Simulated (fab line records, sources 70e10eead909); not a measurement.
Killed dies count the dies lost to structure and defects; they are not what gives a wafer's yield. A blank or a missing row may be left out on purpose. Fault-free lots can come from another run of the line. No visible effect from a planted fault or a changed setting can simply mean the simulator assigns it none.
A lot that was struck, set against a sound lot ; flow nand_harc ; 14 steps out of a route of 1302
Sound: the wafers L671.2, L671.3, L671.6. Struck: wafers L683.2, L683.3, L683.5. At the end, the cause is stated.
For every step that has rows: the tool of each side, followed by ch and its chambers, followed by its first start. Under that, the readings that differ: sound wafers ; struck wafers ; difference of the means ; sigmas: that difference in standard deviations of wafers without a fault.
alike: readings whose means differ by less than 2 such deviations, and words and numbers that are the same on both sides. not compared: withheld readings, readings that some wafer has no value for, bounds like >300 that may hide the same value, and numbers for which the record gives no deviation and whose values overlap.
A row with sigmas, a row that says differs or no value, or rows on one side alone: a step with any of these is where the two part. Non-overlapping numbers with no deviation appear without sigmas and do not part them. Lack of a reading on every wafer of one side parts them only where that side has two or more wafers.

first, 4 steps without rows for these wafers: NHARC_A_STAIRCASE_EXPOSE_181 (exposes mask STAIR 2); NHARC_A_STAIRCASE_PEB_182 (peb time 130 s); NHARC_A_STAIRCASE_DEVELOP_183 (time 140 s); NHARC_A_STAIRCASE_HARDBAKE_185 (time 140 s).
NHARC_A_STAIRCASE_DESCUM_186: chemistry O2, time 3 s.
  sound on rie_diel-12 ch 0,1, day 17 11:19; struck on rie_diel-04 ch 2,3, day 22 14:19
  alike: chamber_pressure_mTorr, drypump_motor_current_A, oes_product_au, rf_vpp_V, showerhead_plenum_p_Torr, throttle_valve_pct
  not compared: rf_hours_counter_h
then, 1 step without rows for these wafers: NHARC_A_STAIRCASE_TRIM_187 (chemistry O2, time 211.2 s).
NHARC_A_STAIRCASE_ETCH_188: etches the open film in C4F8/O2, target depth 100 nm, time 40.5 s.
  sound on rie_diel-12 ch 1,2,3; struck on rie_diel-04 ch 0,1,3
  alike: chamber_pressure_mTorr, oes_product_au, rf_vpp_V
  not compared: rf_hours_counter_h
NHARC_A_STAIRCASE_TRIM_189: chemistry O2, time 211.2 s.
  sound on rie_diel-12 ch 0,2,3; struck on rie_diel-04 ch 2,3
  alike: chamber_pressure_mTorr, drypump_motor_current_A, oes_product_au, rf_vpp_V, showerhead_plenum_p_Torr, throttle_valve_pct
  not compared: rf_hours_counter_h
then, 1 step without rows for these wafers: NHARC_A_STAIRCASE_ETCH_190 (etches the open film in C4F8/O2, target depth 100 nm, time 40.5 s).
NHARC_A_STAIRCASE_TRIM_191: chemistry O2, time 211.2 s.
  sound on rie_diel-12 ch 0,2,3; struck on rie_diel-04 ch 0,1,3
  alike: chamber_pressure_mTorr, drypump_motor_current_A, oes_product_au, rf_vpp_V, showerhead_plenum_p_Torr, throttle_valve_pct
  not compared: rf_hours_counter_h
NHARC_A_STAIRCASE_ETCH_192: etches the open film in C4F8/O2, target depth 100 nm, time 40.5 s.
  sound on rie_diel-12 ch 0,1,2; struck on rie_diel-04 ch 0,2
  alike: chamber_pressure_mTorr, oes_product_au, rf_vpp_V
  not compared: rf_hours_counter_h
NHARC_A_STAIRCASE_TRIM_193: chemistry O2, time 211.2 s.
  sound on rie_diel-12 ch 2,3, day 17 12:07; struck on rie_diel-04 ch 1,2, day 22 15:05
reading;sound;struck;difference;sigmas
oes_product_au (a.u.);1.020 1.008 1.014;1.186 1.175 1.180;+0.166;+15
  alike: chamber_pressure_mTorr, drypump_motor_current_A, rf_vpp_V, showerhead_plenum_p_Torr, throttle_valve_pct
  not compared: rf_hours_counter_h
then, 1 step without rows for these wafers: NHARC_A_STAIRCASE_ETCH_194 (etches the open film in C4F8/O2, target depth 100 nm, time 40.5 s).
-- jump in the record: it breaks off in module A_STAIRCASE and resumes in module END (first step shown: number 1302 of the route), and 9 days separate the struck wafers' starts before and after --
NHARC_END_SORT_01:
  sound on prober-01 ch 0, day 26 01:23; struck on prober-01 ch 0, day 31 21:12
reading;sound;struck;difference;sigmas
hold;- - -;await_dispo/3.8h/release await_dispo/3.8h/release await_dispo/3.8h/release;no value on the sound wafers;
killed_at_array;51 54 53;479 456 407;+395;+21
killed_dies;61 63 58;481 460 410;+390;+21
killed_open;7 5 3;0 1 2;-4;-2
  alike: killed_at_other, killed_at_periphery, killed_short

## WHERE THEY PART
First at NHARC_A_STAIRCASE_TRIM_193; last, within this record, at NHARC_END_SORT_01.

WHY: the cause the simulator had injected
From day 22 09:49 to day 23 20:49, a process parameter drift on rie_diel-04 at NHARC_A_STAIRCASE_TRIM_193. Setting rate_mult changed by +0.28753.
